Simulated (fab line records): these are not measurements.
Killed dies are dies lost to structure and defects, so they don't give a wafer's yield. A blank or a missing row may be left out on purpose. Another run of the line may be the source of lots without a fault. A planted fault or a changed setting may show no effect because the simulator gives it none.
Struck lot and sound lot, side by side -- flow n5-finfet -- 16 out of 1938 route steps
Sound: the wafers L154.2, L154.4, L154.5. The struck wafers were L159.1, L159.2, L159.6. The cause is named last.
At each step with rows: each side's tool, then ch and its chambers, then its first start. Under that, the readings that differ: sound wafers -- struck wafers -- difference of the means -- sigmas: that difference in standard deviations of wafers without a fault.
alike: readings whose means differ by less than 2 such deviations, and words and numbers that are the same on both sides. not compared: withheld readings, readings that some wafer has no value for, bounds like >300 that may hide the same value, and numbers for which the record gives no deviation and whose values overlap.
Wherever a step has rows on one side only, a row that says differs or no value, or a row with sigmas, the two part there. Non-overlapping numbers with no deviation appear without sigmas and do not part them. Lack of a reading on every wafer of one side parts them only where that side has two or more wafers.

N5_BEOL_M4_SPUTTER_90: material Cu, target thk 4.5 nm, time 8.29 s.
  sound on pvd-sputter-02 at day 9 22:28; struck on pvd-sputter-01 at day 11 05:07
  alike: susceptor-temp-C, throttle-valve-pct
N5_BEOL_M4_ANNEAL_91: time 240 s.
  sound on pvd-sputter-02 at day 9 22:33; struck on pvd-sputter-01 at day 11 05:12
  alike: heater-power-w, susceptor-temp-C, susceptor_temp_C_max
then, 4 steps without rows for these wafers: N5_BEOL_M4_SPUTTER_92 (material Cu, target thk 4.5 nm, time 8.29 s); N5_BEOL_M4_ANNEAL_93 (time 240 s); N5_BEOL_M4_SPUTTER_94 (material Cu, target thk 4.5 nm, time 8.29 s); N5_BEOL_M4_ANNEAL_95 (time 240 s).
N5_BEOL_M4_SPUTTER_96: material Cu, target thk 4.5 nm, time 8.29 s.
  sound on pvd-sputter-02 at day 9 23:08; struck on pvd-sputter-01 at day 11 05:47
  alike: susceptor-temp-C, throttle-valve-pct
then, 2 steps without rows for these wafers: N5_BEOL_M4_ECD_50 (material Cu, target thk 300 nm); N5_BEOL_M4_ANNEAL_51 (time 90 s).
N5_BEOL_M4_CMP_52: polishes, stops on SiOC, t overpolish 6.8 s, target thk 40 nm.
  sound on cmp-03 ch 1,3, day 9 23:40; struck on cmp-03 ch 0,1,3, day 11 06:21
reading,sound,struck,difference,sigmas
time-to-endpoint-s (s),73 72 73,57 66 67,-9,-2
  alike: barrier-field-endpoint-s, head-pressure-psi, motor-current-A, overpolish-run-s, platen-rpm
  not compared: pad-life-wafers
N5_BEOL_M4_THK_MEAS_53: measures by xrf.
  sound on film-metro-02 at day 9 23:55; struck on film-metro-01 at day 11 06:34
  alike: M4_THK
N5_BEOL_M4_PRE_CLEAN_60: time 15 s.
  sound on cvd-co-02 ch 1,2, day 9 23:57; struck on cvd-co-02 ch 0,1, day 11 06:37
  alike: heater-power-w
  not compared: susceptor-temp-C
N5_BEOL_M4_CO_CAP_55: material Co, precursor CCTBA/H2, target thk 2 nm, time 102.1 s.
  sound on cvd-co-02 ch 1,2, day 9 23:59; struck on cvd-co-02 ch 0,1, day 11 06:39
reading,sound,struck,difference,sigmas
run-length-s (s),124.8 124.0 125.6,97.0 96.0 97.8,-27.9,-57
susceptor-temp-C (C),200.09 200.07 200.11,- - -,no value on the struck wafers,
model.Co_of_BEOL_M4_CO_CAP_55.thk-nm (nm),2.2 2.2 2,1.4 1.4 1.2,-0.8,
  alike: heater-power-w
then, 1 step without rows for these wafers: N5_BEOL_M4_PRE_CLEAN_56 (time 15 s).
N5_BEOL_M4_RC_MEAS_101:
  sound on prober-02 ch 0, day 10 00:23; struck on prober-01 ch 0, day 11 06:53
  alike: DIBL_N, DIBL_P, IOFF_N, IOFF_P, ION_N, ION_P, SS_N, SS_P, VT_N, VT_P
-- the record jumps here: 4 days lie between the struck wafers' starts before and after (it left off in module BEOL_M4 and takes up again in module PASSIVATION, whose first step shown is number 1936 of the route) --
N5_PASSIVATION_PROBE_49:
  rows exist in the record for the struck wafers here (prober-02, day 15 17:32), but not for the sound ones

WHERE THEY PART
At N5_BEOL_M4_CMP_52 first; at N5_PASSIVATION_PROBE_49 last (within this record only).

WHY: whatever the simulator had introduced
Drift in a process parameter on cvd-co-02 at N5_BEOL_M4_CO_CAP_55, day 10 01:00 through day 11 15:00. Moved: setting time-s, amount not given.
